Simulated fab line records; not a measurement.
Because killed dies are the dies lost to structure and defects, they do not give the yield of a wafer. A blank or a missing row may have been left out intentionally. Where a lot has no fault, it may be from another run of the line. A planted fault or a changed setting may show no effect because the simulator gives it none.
Split-lot trial | flow n5 finfet | on a route of 1938 steps: 7 lots, 21 wafers read

== THE SPLIT ==
At N5_HKMG_FIN_EXPOSE_46 (exposes mask NDIPOLE), the setting dose mj was moved away from the recipe's 40 on 7 of the 21 wafers read, by -6.0% to +6.3%. This setting was run at the recipe's value on the other wafers.

== FROM THE SPLIT TO THE READING: what the file shows between them, 2 steps ==
- N5_HKMG_FIN_PEB_47: peb time 60 s
- N5_HKMG_FIN_DEVELOP_48: develop time 30 s

== THE READING ==
cd nm at N5_HKMG_FIN_CD_MEAS_49, given in nm (cd target 202 nm). A value of 202.0 nm with a standard deviation of 0.67 nm is what fault-free wafers of this fab line usually give.

wafer  | tool, chamber at the split | dose mj as run | against the recipe | cd nm, nm | against lot-mates on the recipe
L075.1 | arfi scanner-02, 0         | 40.96          | +2.4%              | 203.3     | +2.0
L075.2 | arfi scanner-02, 0         | 40             | recipe             | 201.3     | -
L075.4 | arfi scanner-02, 0         | 40.96          | +2.4%              | 202.9     | +1.6
L078.2 | arfi scanner-02, 0         | 40             | recipe             | 201.6     | -
L078.5 | arfi scanner-02, 0         | 40             | recipe             | 201.5     | -
L078.6 | arfi scanner-02, 0         | 42.51          | +6.3%              | 205.2     | +3.6
L079.1 | arfi scanner-01, 0         | 40             | recipe             | 201.7     | -
L079.3 | arfi scanner-01, 0         | 38.15          | -4.6%              | 199.5     | -2.3
L079.4 | arfi scanner-01, 0         | 40             | recipe             | 201.9     | -
L080.2 | arfi scanner-02, 0         | 37.97          | -5.1%              | 198.7     | -2.8
L080.3 | arfi scanner-02, 0         | 40             | recipe             | 202.2     | -
L080.5 | arfi scanner-02, 0         | 40             | recipe             | 200.7     | -
L082.3 | arfi scanner-02, 0         | 40             | recipe             | 202.6     | -
L082.4 | arfi scanner-02, 0         | 40             | recipe             | 202.8     | -
L082.5 | arfi scanner-02, 0         | 40             | recipe             | 203.3     | -
L088.1 | arfi scanner-01, 0         | 40             | recipe             | 201.0     | -
L088.5 | arfi scanner-01, 0         | 40             | recipe             | 201.2     | -
L088.6 | arfi scanner-01, 0         | 37.6           | -6.0%              | 197.6     | -3.5
L089.1 | arfi scanner-02, 0         | 40             | recipe             | 201.8     | -
L089.4 | arfi scanner-02, 0         | 40             | recipe             | 202.5     | -
L089.6 | arfi scanner-02, 0         | 42.53          | +6.3%              | 204.7     | +2.5

FIT RESULTS
A straight line over all 21 wafers: cd nm changes by +0.56 nm for each +1% of dose mj; r = +0.93; the points scatter about the line by 0.67 nm.
The same after taking each lot's own level away (the mean of its wafers on the recipe; 21 wafers): +0.536 nm for each +1%; r = +0.97; scatter 0.41 nm.
That fit puts the effect of the largest move of dose mj on the reading at 3.4 nm.
From 201.10 to 202.90 nm: that is the span of the lots' own levels, equal to 2.7 times the standard deviation above.
Hence the lot-to-lot level has little effect on the slope; both slopes agree.
Check: for one of the wafers moved furthest among these (+6.3%), held out of the fit, the line's prediction against its lot-mates is +3.72 nm. It came out at +2.55 nm against them.

== FURTHER SPLITS ON THESE WAFERS ==
Other splits were also applied to these wafers ahead of the reading. Each is held against what the fit with the lots' levels taken away leaves over:
other split on the same wafers     | wafers away from the commonest value | r with cd nm (lot level and that fit taken away)
N5_SD_EPI_N_PEB_07 peb temp c      | 6                                    | +0.08
N5_SD_EPI_N_ETCH_16 target depth a | 8                                    | -0.19
N5_SDB_COAT_05 spin rpm            | 9                                    | -0.02
N5_HKMG_FIN_COAT_42 spin rpm       | 12                                   | -0.06

== THE WHOLE CHAIN: every reading that the file lists as answering this split, in the file's order ==
step                   | what it does                                           | reading                                                                | change (the file's fit)               | r (the file's)
N5_HKMG_FIN_CD_MEAS_49 | target cd 202 nm                                       | cd nm                                                                  | +0.528 nm for each +1% of the setting | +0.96
N5_HKMG_FIN_ETCH_54    | etches SiARC in CF4, target depth 45.5 nm, time 75.8 s | HKMG_FIN.cd offset nm (the simulator's own value, which no gauge read) | +0.525 nm for each +1% of the setting | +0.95

== THE FILE'S OWN FIT ==
cd nm changes by +0.528 nm for each +1% of dose mj, r = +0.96.
